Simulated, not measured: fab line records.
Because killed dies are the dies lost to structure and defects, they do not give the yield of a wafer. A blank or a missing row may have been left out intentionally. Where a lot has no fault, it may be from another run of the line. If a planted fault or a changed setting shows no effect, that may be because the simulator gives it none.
fab line records -- flow n5Finfet
record: lots: 6, wafers: 18, lastDay: 16
route steps=1938 shown BEOL_M9@1468 BEOL_M10@1470 PASSIVATION@1936
lots untouched by any fault: they come from a run of this same line in which no faults occurred
startH: the number of hours between the record's first day and the start of the first shown wafer of the lot -- waitH: hours elapsed since this lot's preceding step -- " identical to the entry in the row above -- L1.1+2: a single row standing in for several wafers -- - no value present, or no start provided -- * or withheld: withheld -- < > ~ a bound
route shown NAME@n: names a module that has steps shown in the file, with the first one's number in the route -- usual: the fault-free wafers' mean and standard deviation -- same: alike in all rows -- chamber/n: place in a boat -- sites: each site's reading -- _std_site: the standard deviation of these -- _edge_site: outer sites' mean less inner sites' -- radiusMm: for every site, how far away it sits from the centre of the wafer -- mask NAME#n: copy n -- behind: tool/chamber where the wafer was last shaped -- hold: why the lot went on hold/how many hours it stayed there/how the hold came to an end -- device: whichever transistor did not switch (one of n, p or np) -- end of line: tests of these same wafers at the route's end -- a step given without rows: its recipe and nothing more -- killed: dies that structure and defects cost at the first sort, which is not the same as the wafer's yield -- map: the dies of a wafer, with x for killed, . for not killed, _ for no die there
set.NAME: the run value of the setting; set.NAME@STEP: its run value at that earlier step -- model.NAME: the simulator's own value behind a step, which no gauge read
certain route steps with their lots: each step a table, each wafer a row
services: when a tool's chamber went out of use (startH, in hours from the record's first day, below 0 if earlier), for how many hours, and the reason
== steps ==
step: N5_BEOL_M9_RS_MEAS_57
recipe: thkMeasGauge: four-point-probe, reads: Cu_of_BEOL_M9_ECD_50+Co_of_BEOL_M9_CVD_78+TaN_of_BEOL_M9_ALD_74
usual: M9_RS: 0.153/0.0033
lot.wafer,tool,chamber,startH,waitH,M9_RS[ohm/sq]
L986.1,filmMetro-02,-,201.23,0.1,0.148
L986.5,filmMetro-02,-,201.23,0.1,0.152
L986.6,filmMetro-02,-,201.23,0.1,0.150
L987.1,filmMetro-02,-,208.43,0.1,0.155
L987.2,filmMetro-02,-,208.43,0.1,0.153
L987.4,filmMetro-02,-,208.43,0.1,0.156
L995.1,filmMetro-01,-,252.39,0.1,0.150
L995.2,filmMetro-01,-,252.39,0.1,0.156
L995.3,filmMetro-01,-,252.39,0.1,0.152
L997.1,filmMetro-02,-,268.48,0.1,0.154
L997.4,filmMetro-02,-,268.48,0.1,0.152
L997.5,filmMetro-02,-,268.48,0.1,0.153
L998.3,filmMetro-01,-,274.75,0.1,0.154
L998.5,filmMetro-01,-,274.75,0.1,0.153
L998.6,filmMetro-01,-,274.75,0.1,0.150
L108.1,filmMetro-01,-,336.69,0.1,0.152
L108.5,filmMetro-01,-,336.69,0.1,0.154
L108.6,filmMetro-01,-,336.69,0.1,0.151
step: N5_BEOL_M9_INSPECT_58
recipe: inspectInstrument: darkfield, mode: postDep
usual: rawDefectCount: 70/20
lot.wafer,tool,chamber,startH,waitH,rawDefectCount
L986.1,defectInspect-02,-,201.25,0.0,98
L986.5,defectInspect-02,-,201.25,0.0,73
L986.6,defectInspect-02,-,201.25,0.0,55
L987.1,defectInspect-02,-,208.46,0.0,75
L987.2,defectInspect-02,-,208.46,0.0,63
L987.4,defectInspect-02,-,208.46,0.0,60
L995.1,defectInspect-01,-,252.42,0.0,72
L995.2,defectInspect-01,-,252.42,0.0,106
L995.3,defectInspect-01,-,252.42,0.0,82
L997.1,defectInspect-02,-,268.50,0.0,48
L997.4,defectInspect-02,-,268.50,0.0,46
L997.5,defectInspect-02,-,268.50,0.0,58
L998.3,defectInspect-01,-,274.77,0.0,71
L998.5,defectInspect-01,-,274.77,0.0,94
L998.6,defectInspect-01,-,274.77,0.0,60
L108.1,defectInspect-02,-,336.72,0.0,57
L108.5,defectInspect-02,-,336.72,0.0,65
L108.6,defectInspect-02,-,336.72,0.0,64
step: N5_BEOL_M10_ILD_DEP_00
recipe: material: SiCOH_lowk, targetThkA: 3085.1, tempC: 300, precursor: DEMS/porogen, pressureTorr: 5, rfW: 500, timeS: 58
usual: heaterPowerW: 310/52, showerheadPlenumPTorr: 5.734/0.014, throttleValvePct: 14.0/1.1
lot.wafer,tool,chamber,startH,waitH,heaterPowerW,showerheadPlenumPTorr,throttleValvePct
L986.1,pecvd-01,2,201.29,0.0,249,5.739,12.8
L986.5,pecvd-01,2,201.29,0.0,254,5.741,12.7
L986.6,pecvd-01,0,201.29,0.0,389,5.727,14.0
L987.1,pecvd-02,0,208.50,0.0,315,5.714,13.7
L987.2,pecvd-02,1,208.50,0.0,340,5.744,14.5
L987.4,pecvd-02,1,208.50,0.0,337,5.754,14.5
L995.1,pecvd-01,1,252.45,0.0,272,5.741,15.4
L995.2,pecvd-01,2,252.45,0.0,255,5.741,12.7
L995.3,pecvd-01,0,252.45,0.0,378,5.735,13.8
L997.1,pecvd-01,1,268.54,0.0,265,5.715,15.7
L997.4,pecvd-01,1,268.54,0.0,269,5.713,15.6
L997.5,pecvd-01,2,268.54,0.0,220,5.740,12.9
L998.3,pecvd-01,1,274.81,0.0,311,5.723,15.3
L998.5,pecvd-01,0,274.81,0.0,310,5.732,14.1
L998.6,pecvd-01,1,274.81,0.0,240,5.737,15.4
L108.1,pecvd-01,1,336.75,0.0,302,5.729,15.4
L108.5,pecvd-01,2,336.75,0.0,220,5.743,12.8
L108.6,pecvd-01,1,336.75,0.0,315,5.727,15.4
step: N5_BEOL_M10_CURE_71
recipe: tempC: 385, timeS: 240, ambient: He/Ar, material: SiCOH_lowk
usual: lampPowerPct: 52.32/0.053, wafer_temp_C_max: 386.8/0.88
lot.wafer,tool,chamber,startH,waitH,lampPowerPct,wafer_temp_C_max
L986.1,uvCure-03,2,201.37,0.0,52.30,388.0
L986.5,uvCure-03,2,201.37,0.0,52.30,388.5
L986.6,uvCure-03,2,201.37,0.0,52.29,388.1
L987.1,uvCure-03,1,208.60,0.1,52.23,389.2
L987.2,uvCure-03,1,208.60,0.1,52.41,387.3
L987.4,uvCure-03,1,208.60,0.1,52.31,389.2
L995.1,uvCure-02,2,252.53,0.0,52.31,386.3
L995.2,uvCure-02,2,252.53,0.0,52.22,386.5
L995.3,uvCure-02,2,252.53,0.0,52.39,386.6
L997.1,uvCure-01,2,268.65,0.1,52.40,387.9
L997.4,uvCure-01,2,268.65,0.1,52.33,388.0
L997.5,uvCure-01,2,268.65,0.1,52.24,387.6
L998.3,uvCure-01,0,275.05,0.2,52.33,386.3
L998.5,uvCure-01,0,275.05,0.2,52.42,385.7
L998.6,uvCure-01,0,275.05,0.2,52.32,385.9
L108.1,uvCure-03,1,336.83,0.0,52.33,387.7
L108.5,uvCure-03,1,336.83,0.0,52.27,386.8
L108.6,uvCure-03,1,336.83,0.0,52.32,386.8
step: N5_BEOL_M10_THK_MEAS_01
recipe: reads: SiCOH_lowk_of_BEOL_M10_ILD_DEP_00
usual: M10_ILD_THK: 266/4.1
lot.wafer,tool,chamber,startH,waitH,M10_ILD_THK[nm]
L986.1,filmMetro-02,-,202.36,0.8,267
L986.5,filmMetro-02,-,202.36,0.8,269
L986.6,filmMetro-02,-,202.36,0.8,277
L987.1,filmMetro-02,-,209.60,0.8,262
L987.2,filmMetro-02,-,209.60,0.8,258
L987.4,filmMetro-02,-,209.60,0.8,266
L995.1,filmMetro-02,-,253.52,0.8,263
L995.2,filmMetro-02,-,253.52,0.8,265
L995.3,filmMetro-02,-,253.52,0.8,269
L997.1,filmMetro-02,-,269.16,0.4,263
L997.4,filmMetro-02,-,269.16,0.4,266
L997.5,filmMetro-02,-,269.16,0.4,266
L998.3,filmMetro-01,-,275.40,0.3,266
L998.5,filmMetro-01,-,275.40,0.3,274
L998.6,filmMetro-01,-,275.40,0.3,271
L108.1,filmMetro-01,-,337.34,0.4,264
L108.5,filmMetro-01,-,337.34,0.4,271
L108.6,filmMetro-01,-,337.34,0.4,269
step: N5_BEOL_M10_PECVD_70
recipe: material: SiO2, targetThkA: 200, tempC: 400, precursor: TEOS/O2, pressureTorr: 5.5, rfW: 450, teosFlowSccm: 53.8, gas: O2, flowSccm: 3000, timeS: 22.7
usual: heaterPowerW: 717/91, showerheadPlenumPTorr: 8.76/0.05, throttleValvePct: 22.6/1.7
lot.wafer,tool,chamber,startH,waitH,heaterPowerW,showerheadPlenumPTorr,throttleValvePct
L986.1,pecvd-02,1,202.40,0.0,787,8.84,23.4
L986.5,pecvd-02,0,202.40,0.0,726,8.71,22.3
L986.6,pecvd-02,1,202.40,0.0,782,8.82,23.4
L987.1,pecvd-01,1,209.63,0.0,714,8.72,24.9
L987.2,pecvd-01,2,209.63,0.0,608,8.75,20.3
L987.4,pecvd-01,2,209.63,0.0,605,8.78,20.5
L995.1,pecvd-04,1,253.56,0.0,777,8.80,25.6
L995.2,pecvd-04,2,253.56,0.0,803,8.73,20.3
L995.3,pecvd-04,2,253.56,0.0,804,8.72,20.6
L997.1,pecvd-02,0,269.20,0.0,675,8.70,22.6
L997.4,pecvd-02,1,269.20,0.0,782,8.84,23.5
L997.5,pecvd-02,2,269.20,0.0,572,8.76,20.5
L998.3,pecvd-02,2,275.44,0.0,670,8.77,20.6
L998.5,pecvd-02,0,275.44,0.0,807,8.67,22.4
L998.6,pecvd-02,2,275.44,0.0,675,8.77,20.5
L108.1,pecvd-01,2,337.38,0.0,639,8.78,20.8
L108.5,pecvd-01,0,337.38,0.0,832,8.78,22.5
L108.6,pecvd-01,1,337.38,0.0,667,8.75,24.8
step: N5_BEOL_M10_HM_DEP_02
recipe: material: TiN, targetThkA: 200, tempC: 25, chamberPressurePa: 0.49996
usual: throttleValvePct: 29.5/1.2
lot.wafer,tool,chamber,startH,waitH,throttleValvePct
L986.1,pvdSputter-02,-,204.02,1.6,30.8
L986.5,pvdSputter-02,-,204.02,1.6,28.5
L986.6,pvdSputter-02,-,204.02,1.6,28.6
L987.1,pvdSputter-01,-,211.47,1.8,29.9
L987.2,pvdSputter-01,-,211.47,1.8,28.0
L987.4,pvdSputter-01,-,211.47,1.8,28.8
L995.1,pvdSputter-01,-,257.44,3.9,28.9
L995.2,pvdSputter-01,-,257.44,3.9,27.9
L995.3,pvdSputter-01,-,257.44,3.9,29.7
L997.1,pvdSputter-01,-,270.54,1.3,27.7
L997.4,pvdSputter-01,-,270.54,1.3,29.4
L997.5,pvdSputter-01,-,270.54,1.3,28.9
L998.3,pvdSputter-01,-,275.79,0.3,28.0
L998.5,pvdSputter-01,-,275.79,0.3,28.4
L998.6,pvdSputter-01,-,275.79,0.3,30.5
L108.1,pvdSputter-03,-,338.39,1.0,28.9
L108.5,pvdSputter-03,-,338.39,1.0,30.2
L108.6,pvdSputter-03,-,338.39,1.0,31.9
step: N5_BEOL_M10_COAT_59
recipe: resist: SOC, tempC: 250, timeS: 60, spinRpm: 1500, resistThkNm: 100
step: N5_BEOL_M10_COAT_60
recipe: resist: SiARC, tempC: 220, timeS: 60, spinRpm: 1500, resistThkNm: 30
step: N5_BEOL_M10_COAT_05
recipe: resist: CAR-ArF, spinRpm: 1500, resistThkNm: 90
step: N5_BEOL_M10_EBR_07
recipe: solvent: PGMEA, ebrWidthMm: 1.5
step: N5_BEOL_M10_SOFTBAKE_06
recipe: tempC: 110, timeS: 60, resist: CAR-ArF
step: N5_BEOL_M10_EXPOSE_08
recipe: maskId: M10, na: 1.35, sourceShape: dipole, sigmaInner: 0.411, sigmaOuter: 0.611, polarization: te, doseMj: 53.75
usual: exposureDoseMJCm2: 53.79/0.21
lot.wafer,tool,chamber,startH,waitH,mask,exposureDoseMJCm2
L986.1,arfiScanner-02,0,204.39,-,M10#0,53.71
L986.5,arfiScanner-02,0,204.39,-,M10#0,53.73
L986.6,arfiScanner-02,0,204.39,-,M10#0,53.61
L987.1,arfiScanner-03,0,211.84,-,M10#0,54.20
L987.2,arfiScanner-03,0,211.84,-,M10#0,54.32
L987.4,arfiScanner-03,0,211.84,-,M10#0,54.13
L995.1,arfiScanner-01,0,257.69,-,M10#0,53.67
L995.2,arfiScanner-01,0,257.69,-,M10#0,53.64
L995.3,arfiScanner-01,0,257.69,-,M10#0,53.69
L997.1,arfiScanner-02,0,270.91,-,M10#0,51.53
L997.4,arfiScanner-02,0,270.91,-,M10#0,51.57
L997.5,arfiScanner-02,0,270.91,-,M10#0,51.61
L998.3,arfiScanner-02,0,276.05,-,M10#0,51.98
L998.5,arfiScanner-02,0,276.05,-,M10#0,51.99
L998.6,arfiScanner-02,0,276.05,-,M10#0,52.04
L108.1,arfiScanner-03,0,338.76,-,M10#0,54.29
L108.5,arfiScanner-03,0,338.76,-,M10#0,54.27
L108.6,arfiScanner-03,0,338.76,-,M10#0,54.26
step: N5_BEOL_M10_PEB_09
recipe: pebTempC: withheld, pebTimeS: 60, resist: CAR-ArF
step: N5_PASSIVATION_PROBE_49
usual: defectLimitedYield: 91.5/1.5, killed_at_M0_to_M3: 32/9.4, killed_at_M4_up: 12/5.1, killedAtContacts: 11/7.4, killedAtFrontEnd: 41/11, killedAtOther: 3.4/2.5, killedDies: 100/17, killedOpen: 65/14, killedShort: 33/7, sort_bin_5_function: 4.9/0.96, sort_bin_6_memory: 3.1/0.7, sortNPass: 1080/17, sortYieldPct: 91.5/1.5
same: grossDies: 1180, killedAtBackSide: 0, sort_bin_4_leakage[%]: 0, sort_bin_8_speed[%]: 0
lot.wafer,tool,chamber,startH,waitH,defectLimitedYield[%],killed_at_M0_to_M3,killed_at_M4_up,killedAtContacts,killedAtFrontEnd,killedAtOther,killedDies,killedOpen,killedShort,sort_bin_5_function[%],sort_bin_6_memory[%],sortNPass,sortYieldPct[%]
L998.3,prober-01,-,327.55,0.1,91.5,36,17,11,31,5,100,67,33,4.7,3.6,1080,91.5
L998.5,prober-01,-,327.65,0.2,91.9,32,14,2,45,3,96,64,30,4.6,3.0,1084,91.9
L998.6,prober-01,-,327.70,0.3,88.5,34,11,19,65,7,136,90,44,6.8,4.3,1044,88.5
killed by level:class
L998.3 MOL_CONTACT_COAG:geometricParticle:open=10 BEOL_M3:geometricParticle:open=10 BEOL_M0_SAQP:geometricParticle:open=8 BEOL_M2:geometricParticle:open=6 BEOL_M1:geometricParticle:short=6 BEOL_M4:geometricParticle:open=6 FIN_SAQP:geometricParticle:open=5 STI_FIN_REVEAL:geometricParticle:short=4
L998.5 BEOL_M4:geometricParticle:open=11 STI_FIN_REVEAL:geometricParticle:open=10 FIN_SAQP:geometricParticle:short=9 BEOL_M0_SAQP:geometricParticle:open=8 BEOL_M3:geometricParticle:open=8 BEOL_M2:geometricParticle:open=7 FIN_SAQP:geometricParticle:open=5 GATE_CUT:geometricParticle:short=4
L998.6 FIN_SAQP:geometricParticle:open=16 MOL_CONTACT_COAG:geometricParticle:open=16 STI_FIN_REVEAL:geometricParticle:open=15 FIN_SAQP:geometricParticle:short=12 BEOL_M2:geometricParticle:open=9 BEOL_M3:geometricParticle:open=6 BEOL_M1:geometricParticle:short=5 STARTING-WAFER:geometricParticle:short=5
== services ==
tool,chamber,startH,hours,kind
pecvd-02,0,180.51,9.0,repair
arfiScanner-02,-,183.77,0.7,repair
arfiScanner-01,-,185.78,0.8,repair
pecvd-02,-,191.19,0.5,repair
pecvd-01,-,191.75,2.8,pm
arfiScanner-02,-,191.95,0.7,repair
arfiScanner-02,-,198.85,1.0,pm
uvCure-01,-,206.49,1.1,repair
uvCure-01,-,210.54,8.8,repair
arfiScanner-01,-,218.92,1.3,pm
arfiScanner-03,-,219.18,1.3,pm
uvCure-01,-,219.35,2.1,pm
arfiScanner-03,-,221.44,0.8,pm
uvCure-01,-,221.48,1.0,pm
arfiScanner-02,-,229.58,1.0,pm
arfiScanner-02,-,230.95,1.3,pm
pecvd-04,-,238.23,0.5,repair
pecvd-02,-,250.62,2.8,pm
pecvd-04,0,251.52,12.3,repair
arfiScanner-02,-,288.39,0.8,pm
pecvd-02,-,290.31,6.1,repair
pecvd-02,1,298.53,6.5,repair
arfiScanner-03,-,301.83,1.0,pm
pecvd-01,-,306.51,1.0,repair
== key ==
firstSign: step: N5_BEOL_M10_EXPOSE_08, reading: exposureDoseMJCm2, direction: down, sigmas: 9.4, usual: 53.79, struck: 51.79
effect none on later readings
metAt N5_BEOL_M10_EXPOSE_08
struckWafers L997.1,L997.4,L997.5,L998.3,L998.5,L998.6
loopTrim: step: N5_BEOL_M10_EXPOSE_08, setting: dose, lots: L998
onsetBetween 204.39 270.91
fault: kind: processParameterDrift, tool: arfiScanner-02, chamber: -, onsetH: 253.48, steps: N5_BEOL_M10_EXPOSE_08, channel: doseMj, offset: -2.0784, shape: step, actsIn: theseRecipesOnly, stated: 53.75
loopTrim: a control loop set the setting to another value than it would have without faults
